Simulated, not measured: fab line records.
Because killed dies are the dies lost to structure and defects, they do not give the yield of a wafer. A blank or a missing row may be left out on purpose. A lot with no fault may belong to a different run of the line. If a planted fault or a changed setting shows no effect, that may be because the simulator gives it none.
The tool behind it: which one? | flow n5 finfet | Sampling: 9 lots, 27 wafers, 5 of 1938 route steps

WHAT EACH GAUGE READ, for each wafer
N5_BEOL_M4_RC_MEAS_101. Usual: DIBL_N 36.8 mV/V, standard deviation 1.5; DIBL_P 37.1 mV/V, standard deviation 2.1; IOFF_N 0.168 nA/um, standard deviation 0.03; IOFF_P 0.22 nA/um, standard deviation 0.034; ION_N 679 uA/um, standard deviation 12; ION_P 466 uA/um, standard deviation 8; SS_N 71.7 mV/dec, standard deviation 0.58; SS_P 73.5 mV/dec, standard deviation 0.67; VT_N 248.8 mV, standard deviation 2.7; VT_P -250 mV, standard deviation 3.3.
lot  | measured     | on        | DIBL_N (mV/V)  | DIBL_P (mV/V)  | IOFF_N (nA/um)    | IOFF_P (nA/um) | ION_N (uA/um) | ION_P (uA/um) | SS_N (mV/dec)  | SS_P (mV/dec)  | VT_N (mV)         | VT_P (mV)      | flag
L140 | day 8 13:56  | prober-02 | 36.8 37.9 37.9 | 36.8 38.8 37.6 | 0.162 0.184 0.190 | 0.26 0.29 0.26 | 690 689 704   | 482 479 486   | 71.3 71.8 71.9 | 73.5 74.2 73.5 | 248.8 249.6 246.3 | -246 -242 -246 |
L141 | day 8 11:34  | prober-02 | 36.4 38.7 36.0 | 37.5 40.5 37.8 | 0.165 0.200 0.152 | 0.22 0.27 0.23 | 677 687 679   | 468 468 468   | 71.8 72.6 71.0 | 72.7 74.0 72.7 | 247.4 246.2 251.6 | -253 -247 -246 |
L144 | day 9 15:16  | prober-02 | 39.4 37.6 37.8 | 37.8 36.6 37.7 | 0.201 0.169 0.178 | 0.25 0.23 0.25 | 695 684 695   | 471 466 478   | 71.9 72.0 72.0 | 74.3 73.3 73.8 | 248.2 250.7 247.1 | -249 -246 -243 |
L146 | day 9 17:22  | prober-01 | 38.6 35.1 37.7 | 40.4 36.2 38.2 | 0.222 0.148 0.178 | 0.23 0.16 0.20 | 688 680 673   | 457 458 457   | 71.9 70.8 72.5 | 74.1 72.7 73.5 | 245.8 249.5 249.2 | -253 -257 -254 |
L149 | day 11 00:38 | prober-02 | 37.1 36.8 37.4 | 39.3 40.2 40.5 | 0.176 0.175 0.181 | 0.24 0.27 0.27 | 677 670 674   | 463 463 466   | 72.4 72.5 72.5 | 73.6 74.6 74.3 | 250.6 249.6 247.8 | -246 -246 -246 |
L151 | day 11 06:49 | prober-02 | 41.2 36.5 35.5 | 40.8 34.4 32.9 | 0.240 0.138 0.124 | 0.32 0.21 0.18 | 677 662 657   | 468 464 455   | 72.2 71.1 71.1 | 76.2 73.5 72.4 | 245.5 253.0 253.3 | -248 -251 -249 |
L158 | day 13 00:08 | prober-02 | 39.5 36.3 37.7 | 39.8 36.0 37.7 | 0.233 0.149 0.182 | 0.28 0.21 0.23 | 712 687 695   | 478 472 476   | 71.8 71.4 72.2 | 74.5 73.2 73.2 | 244.4 250.9 248.9 | -247 -249 -250 |
L159 | day 13 08:35 | prober-02 | 33.4 34.7 36.5 | 33.0 34.8 36.2 | 0.126 0.147 0.164 | 0.19 0.22 0.26 | 679 681 678   | 469 472 474   | 71.3 71.5 72.4 | 72.9 73.4 73.0 | 252.8 252.4 248.7 | -251 -247 -246 |
L160 | day 14 02:40 | prober-01 | 37.7 38.0 35.4 | 38.6 37.2 34.7 | 0.167 0.171 0.135 | 0.25 0.22 0.18 | 676 680 667   | 467 469 455   | 71.3 71.0 71.3 | 73.1 72.6 72.9 | 249.5 249.2 252.4 | -246 -248 -251 |

WHICH TOOL RAN EACH LOT (tool, then ch and the chambers of the sampled wafers, then the start)
lot  | N5_BEOL_M2_STRIP_19                | N5_BEOL_M2_ETCH_70                 | N5_BEOL_M2_VIA_ETCH_34             | N5_BEOL_M2_PRE_CLEAN_45
L140 | rie diel-06 ch 0,1,2, day 7 04:17  | rie diel-02 ch 1,2, day 7 05:17    | rie diel-02 ch 1,2, day 7 05:24    | pvd sputter-03, day 7 06:07
L141 | rie diel-06 ch 1,3, day 7 06:37    | rie diel-01 ch 1,3, day 7 08:26    | rie diel-01 ch 1,3, day 7 08:32    | pvd sputter-01, day 7 09:05
L144 | rie diel-01 ch 2,3, day 8 08:57    | rie diel-02 ch 2,3, day 8 12:40    | rie diel-02 ch 2,3, day 8 12:47    | pvd sputter-03, day 8 13:37
L146 | rie diel-02 ch 2,3, day 8 14:42    | rie diel-02 ch 0,1, day 8 16:00    | rie diel-02 ch 0,1, day 8 16:06    | pvd sputter-02, day 8 16:55
L149 | rie diel-06 ch 0,1,2, day 9 16:30  | rie diel-02 ch 2,3, day 9 18:01    | rie diel-02 ch 2,3, day 9 18:07    | pvd sputter-02, day 9 19:03
L151 | rie diel-06 ch 0,2,3, day 9 22:52  | rie diel-02 ch 0,1,2, day 10 10:24 | rie diel-02 ch 0,1,2, day 10 10:30 | pvd sputter-02, day 10 11:37
L158 | rie diel-02 ch 0,1,2, day 11 13:19 | rie diel-01 ch 0,1,2, day 11 21:32 | rie diel-01 ch 0,1,2, day 11 21:38 | pvd sputter-03, day 11 22:26
L159 | rie diel-01 ch 0,2,3, day 12 02:39 | rie diel-06 ch 0,3, day 12 03:50   | rie diel-06 ch 0,3, day 12 03:56   | pvd sputter-03, day 12 05:00
L160 | rie diel-06 ch 0,3, day 12 04:43   | rie diel-01 ch 0,1,2, day 12 07:24 | rie diel-01 ch 0,1,2, day 12 07:30 | pvd sputter-03, day 12 08:17
- N5_BEOL_M2_STRIP_19: strips in O2.
- N5_BEOL_M2_ETCH_70: etches SOC in N2/H2, target depth 80 nm, overetch 24 nm, time 130 s.
- N5_BEOL_M2_VIA_ETCH_34: etches the open film in C4F6/O2, target depth 69.4 nm, time 65.9 s.
- N5_BEOL_M2_PRE_CLEAN_45: time 30 s.

WHAT THE TOOLS THEMSELVES READ (means of the sampled wafers that have a number; where no wafer has one, the mark that the record gives instead)
N5_BEOL_M2_STRIP_19. Usual: drypump motor current A 5.7 A, standard deviation 0.48; oes product au 0.83 a.u., standard deviation 0.089; rf vpp V 3.7 V, standard deviation 0.44; showerhead plenum p Torr 2.10 Torr, standard deviation 0.076; throttle valve pct 16.64 %, standard deviation 0.27.
lot  | tool        | drypump motor current A (A) | oes product au (a.u.) | rf vpp V (V) | showerhead plenum p Torr (Torr) | throttle valve pct (%) | flag
L140 | rie diel-06 | 5.8                         | 0.86                  | 3.9          | 2.15                            | 16.65                  |
L141 | rie diel-06 | 6.1                         | 0.92                  | 3.7          | 2.05                            | 16.47                  |
L144 | rie diel-01 | 5.7                         | 0.92                  | 3.6          | 2.07                            | 16.38                  |
L146 | rie diel-02 | 5.9                         | 0.92                  | 3.9          | 2.11                            | 16.50                  |
L149 | rie diel-06 | 5.8                         | 0.81                  | 3.5          | 2.14                            | 16.70                  |
L151 | rie diel-06 | 5.6                         | 0.78                  | 3.8          | 2.13                            | 16.80                  |
L158 | rie diel-02 | 5.9                         | 0.82                  | 3.4          | 2.13                            | 16.59                  |
L159 | rie diel-01 | 5.4                         | 0.82                  | 3.6          | 2.06                            | 16.50                  |
L160 | rie diel-06 | 5.7                         | 0.81                  | 3.8          | 2.15                            | 16.62                  |

N5_BEOL_M2_ETCH_70. Usual: drypump motor current A 5.7 A, standard deviation 0.5; n2 flow sccm 200.1 sccm, standard deviation 0.63; oes product au 0.61 a.u., standard deviation 0.062; rf vpp V 523.9 V, standard deviation 2.6; showerhead plenum p Torr 2.54 Torr, standard deviation 0.091; throttle valve pct 17.79 %, standard deviation 0.28.
lot  | tool        | drypump motor current A (A) | n2 flow sccm (sccm) | oes product au (a.u.) | rf vpp V (V) | showerhead plenum p Torr (Torr) | throttle valve pct (%) | flag
L140 | rie diel-02 | 6.1                         | 199.5               | 0.61                  | 521.7        | 2.51                            | 17.64                  |
L141 | rie diel-01 | 5.2                         | 200.2               | 0.58                  | 521.5        | 2.45                            | 18.11                  |
L144 | rie diel-02 | 6.0                         | 200.2               | 0.69                  | 522.9        | 2.53                            | 17.64                  |
L146 | rie diel-02 | 6.0                         | 200.0               | 0.60                  | 523.7        | 2.53                            | 17.66                  |
L149 | rie diel-02 | 5.9                         | 199.9               | 0.66                  | 524.5        | 2.56                            | 17.71                  |
L151 | rie diel-02 | 5.9                         | 199.7               | 0.61                  | 524.6        | 2.58                            | 17.74                  |
L158 | rie diel-01 | 5.3                         | 199.2               | 0.56                  | 523.2        | 2.51                            | 17.98                  |
L159 | rie diel-06 | 5.7                         | 200.4               | 0.59                  | 525.4        | 2.61                            | 17.73                  |
L160 | rie diel-01 | 5.3                         | 200.2               | 0.56                  | 522.7        | 2.51                            | 17.98                  |

N5_BEOL_M2_VIA_ETCH_34. Usual: drypump motor current A 5.7 A, standard deviation 0.5; mfc ar sccm 300.1 sccm, standard deviation 0.94; oes_ar_750_au 0.83 a.u., standard deviation 0.085; oes product au 0.83 a.u., standard deviation 0.09; rf vpp V 660 V, standard deviation 13; showerhead plenum p Torr 2.85 Torr, standard deviation 0.1; throttle valve pct 30.8 %, standard deviation 0.33.
lot  | tool        | drypump motor current A (A) | mfc ar sccm (sccm) | oes_ar_750_au (a.u.) | oes product au (a.u.) | rf vpp V (V) | showerhead plenum p Torr (Torr) | throttle valve pct (%) | flag
L140 | rie diel-02 | 6.2                         | 299.3              | 0.83                 | 0.83                  | 658          | 2.81                            | 30.7                   |
L141 | rie diel-01 | 5.2                         | 301.4              | 0.79                 | 0.79                  | 673          | 2.75                            | 31.2                   |
L144 | rie diel-02 | 6.1                         | 299.0              | 0.95                 | 0.96                  | 665          | 2.83                            | 30.8                   |
L146 | rie diel-02 | 6.1                         | 300.5              | 0.82                 | 0.81                  | 646          | 2.85                            | 30.8                   |
L149 | rie diel-02 | 5.9                         | 299.4              | 0.89                 | 1.19                  | 673          | 2.87                            | 30.9                   | OFF
L151 | rie diel-02 | 5.9                         | 299.5              | 0.84                 | 1.11                  | 659          | 2.90                            | 30.9                   | OFF
L158 | rie diel-01 | 5.3                         | 300.2              | 0.76                 | 0.76                  | 662          | 2.80                            | 30.9                   |
L159 | rie diel-06 | 5.6                         | 300.3              | 0.81                 | 0.81                  | 658          | 2.92                            | 30.7                   |
L160 | rie diel-01 | 5.3                         | 299.3              | 0.76                 | 0.76                  | 661          | 2.80                            | 30.8                   |

N5_BEOL_M2_PRE_CLEAN_45. Usual: heater power w 313 W, standard deviation 33.
lot  | tool           | heater power w (W) | flag
L140 | pvd sputter-03 | 320                |
L141 | pvd sputter-01 | 281                |
L144 | pvd sputter-03 | 310                |
L146 | pvd sputter-02 | 368                |
L149 | pvd sputter-02 | 329                |
L151 | pvd sputter-02 | 338                |
L158 | pvd sputter-03 | 321                |
L159 | pvd sputter-03 | 311                |
L160 | pvd sputter-03 | 329                |

THE ANSWER, worked out from the rows above alone
Rule: a lot counts as off when the mean over its wafers that have a number is more than 3 standard deviations away from the usual mean. A lot without any number at a reading at which 4 lots or more have one is off too. All remaining lots with rows at the step are treated as sound. First the gauges in route order, then the tools' own readings, where a lot's mean is used as printed above. The first step at which some lot is off is used, and at that step the reading that is off furthest; a lot without a number counts as furthest.
Off at N5_BEOL_M2_VIA_ETCH_34 (oes product au): L149, L151.
If a tool, at that step or one of the process steps before it, ran each lot that is off and ran no sound lot following the first of them, it fits. One candidate fits, namely rie diel-02 at N5_BEOL_M2_ETCH_70 and N5_BEOL_M2_VIA_ETCH_34. At N5_BEOL_M2_ETCH_70 its last sound lot is L146 (day 8 16:00), its first lot that is off L149 (day 9 18:01): a fault that began between those two fits.

WHAT HAD BEEN PUT IN BY THE SIMULATOR
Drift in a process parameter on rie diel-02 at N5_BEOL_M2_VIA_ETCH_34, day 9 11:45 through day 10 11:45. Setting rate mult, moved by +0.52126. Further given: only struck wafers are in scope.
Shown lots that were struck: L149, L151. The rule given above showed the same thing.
